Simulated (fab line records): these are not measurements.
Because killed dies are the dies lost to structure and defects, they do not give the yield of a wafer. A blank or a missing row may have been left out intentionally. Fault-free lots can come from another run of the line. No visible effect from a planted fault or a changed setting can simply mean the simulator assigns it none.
Matching of chambers + flow nand-harc + rie-diel-02 running NHARC_A_WL_FILL_STRIP_29: 4 sister chambers
The step strips in O2, time 20 s. 20 wafers are shown with their chamber, then 10 later ones without.

WAFERS PAIRED WITH THEIR CHAMBERS
| wafer  | chamber | showerhead-plenum-p-Torr (Torr) | drypump-motor-current-A (A) | oes-product-au (a.u.) |
|--------|---------|---------------------------------|-----------------------------|-----------------------|
| L077.1 | 0       | 3.75                            | 5.7                         | 1.014                 |
| L077.4 | 3       | 3.37                            | 5.1                         | 1.013                 |
| L077.6 | 0       | 3.75                            | 5.7                         | 1.012                 |
| L075.1 | 3       | 3.37                            | 5.1                         | 1.009                 |
| L075.2 | 1       | 3.64                            | 6.3                         | 0.982                 |
| L075.5 | 0       | 3.75                            | 5.7                         | 1.003                 |
| L080.4 | 3       | 3.37                            | 5.1                         | 1.009                 |
| L080.5 | 2       | 3.42                            | 4.8                         | 1.003                 |
| L080.6 | 1       | 3.63                            | 6.2                         | 0.976                 |
| L079.1 | 3       | 3.37                            | 5.1                         | 1.018                 |
| L079.2 | 0       | 3.75                            | 5.7                         | 1.005                 |
| L079.3 | 1       | 3.63                            | 6.2                         | 0.985                 |
| L079.4 | 2       | 3.42                            | 4.8                         | 1.001                 |
| L079.5 | 0       | 3.75                            | 5.7                         | 0.993                 |
| L079.6 | 3       | 3.37                            | 5.1                         | 1.015                 |
| L084.1 | 3       | 3.37                            | 5.1                         | 1.000                 |
| L084.2 | 0       | 3.75                            | 5.7                         | 1.003                 |
| L084.3 | 2       | 3.42                            | 4.8                         | 1.012                 |
| L084.4 | 1       | 3.63                            | 6.2                         | 0.987                 |
| L084.5 | 3       | 3.37                            | 5.1                         | 1.010                 |

SIGNATURES (averages over the wafers above)
| reading                  | chamber 0 | chamber 1 | chamber 2 | chamber 3 | scatter within a chamber |
|--------------------------|-----------|-----------|-----------|-----------|--------------------------|
| showerhead-plenum-p-Torr | 3.7500    | 3.6325    | 3.4200    | 3.3700    | 0.00217                  |
| drypump-motor-current-A  | 5.700     | 6.225     | 4.800     | 5.100     | 0.0217                   |
| oes-product-au           | 1.00500   | 0.98250   | 1.00533   | 1.01057   | 0.00621                  |
Rule: for a wafer and a chamber, the distance is found by dividing, reading by reading, the gap between the wafer's reading and the chamber's mean by the reading's scatter, squaring, summing and taking the root. The wafer belongs to the nearest chamber; if the next one is less than 2 further off, it can't be placed. How the scatter is found: for the shown wafers, subtract from each reading the mean of its chamber, square and add these, divide the total by (wafers less chambers), then take the root.

WAFERS WITH NO CHAMBER GIVEN
| wafer  | showerhead-plenum-p-Torr (Torr) | drypump-motor-current-A (A) | oes-product-au (a.u.) |
|--------|---------------------------------|-----------------------------|-----------------------|
| L084.6 | 3.42                            | 4.8                         | 0.998                 |
| L085.1 | 3.42                            | 4.8                         | 1.005                 |
| L085.2 | 3.63                            | 6.2                         | 0.981                 |
| L085.6 | 3.42                            | 4.8                         | 1.005                 |
| L089.2 | 3.42                            | 4.8                         | 1.007                 |
| L089.4 | 3.37                            | 5.0                         | 1.010                 |
| L089.5 | 3.42                            | 4.8                         | 1.002                 |
| L092.1 | 3.75                            | 5.7                         | 0.987                 |
| L092.2 | 3.37                            | 5.0                         | 0.999                 |
| L092.6 | 3.63                            | 6.3                         | 0.982                 |

WHICH CHAMBER EACH ONE RAN IN
| wafer  | from the rows above | in truth |
|--------|---------------------|----------|
| L084.6 | 2                   | 2        |
| L085.1 | 2                   | 2        |
| L085.2 | 1                   | 1        |
| L085.6 | 2                   | 2        |
| L089.2 | 2                   | 2        |
| L089.4 | 3                   | 3        |
| L089.5 | 2                   | 2        |
| L092.1 | 0                   | 0        |
| L092.2 | 3                   | 3        |
| L092.6 | 1                   | 1        |
Correct placement for 10 of the 10. Left unplaced by these rows: 0. Number placed wrongly: 0.
